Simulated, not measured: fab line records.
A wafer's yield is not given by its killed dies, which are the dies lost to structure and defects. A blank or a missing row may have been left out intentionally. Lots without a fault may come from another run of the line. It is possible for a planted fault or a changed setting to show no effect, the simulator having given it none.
Matching of chambers ; flow n5-finfet ; 3 sister chambers for N5_BEOL_M8_ETCH_61 on rie-diel-02
The step etches SiARC in CF4, target depth 45.5 nm, time 75.8 s. 16 wafers are shown with their chamber, then 6 later ones without.

EACH WAFER AND ITS CHAMBER
wafer;chamber;showerhead-plenum-p-Torr (Torr);drypump-motor-current-A (A);throttle-valve-pct (%)
L075.2;1;2.07;5.7;15.53
L075.4;3;2.21;5.7;15.61
L075.6;0;2.14;5.3;15.58
L074.4;1;2.07;5.7;15.52
L074.5;0;2.14;5.3;15.59
L074.6;3;2.21;5.7;15.62
L078.1;0;2.14;5.3;15.62
L078.2;3;2.21;5.6;15.13
L078.3;1;2.06;5.7;15.55
L078.4;1;2.06;5.7;15.55
L078.5;0;2.14;5.3;15.64
L078.6;3;2.21;5.7;15.12
L083.1;1;2.06;5.7;15.57
L083.5;1;2.06;5.6;15.57
L083.6;0;2.13;5.3;15.64
L085.1;3;2.20;5.6;15.15

SIGNATURES, as means of the wafers listed above
reading;chamber 0;chamber 1;chamber 3;scatter within a chamber
showerhead-plenum-p-Torr;2.1380;2.0633;2.2080;0.00475
drypump-motor-current-A;5.300;5.683;5.660;0.0395
throttle-valve-pct;15.6140;15.5483;15.3260;0.148
Rule: a wafer lies at a distance from a chamber equal to the root of the sum of squares, over the readings, of (its reading less the chamber's mean, divided by the reading's scatter). The wafer belongs to the nearest chamber; if the next one is less than 2 further off, it can't be placed. The scatter: the root of (the sum of the squares of (reading less its chamber's mean) over the shown wafers, divided by (wafers less chambers)).

WAFERS WITHOUT THEIR CHAMBER
wafer;showerhead-plenum-p-Torr (Torr);drypump-motor-current-A (A);throttle-valve-pct (%)
L085.2;2.06;5.6;15.57
L085.6;2.06;5.6;15.58
L088.2;2.20;5.6;15.16
L088.5;2.13;5.3;15.69
L094.1;2.13;5.3;15.69
L094.6;2.05;5.7;15.61

THE CHAMBER EACH PASSED THROUGH
wafer;from the rows above;in truth
L085.2;1;1
L085.6;1;1
L088.2;3;3
L088.5;0;0
L094.1;0;0
L094.6;1;1
Correctly placed: 6 of 6. Left unplaced by these rows: 0. Wrongly placed: 0.
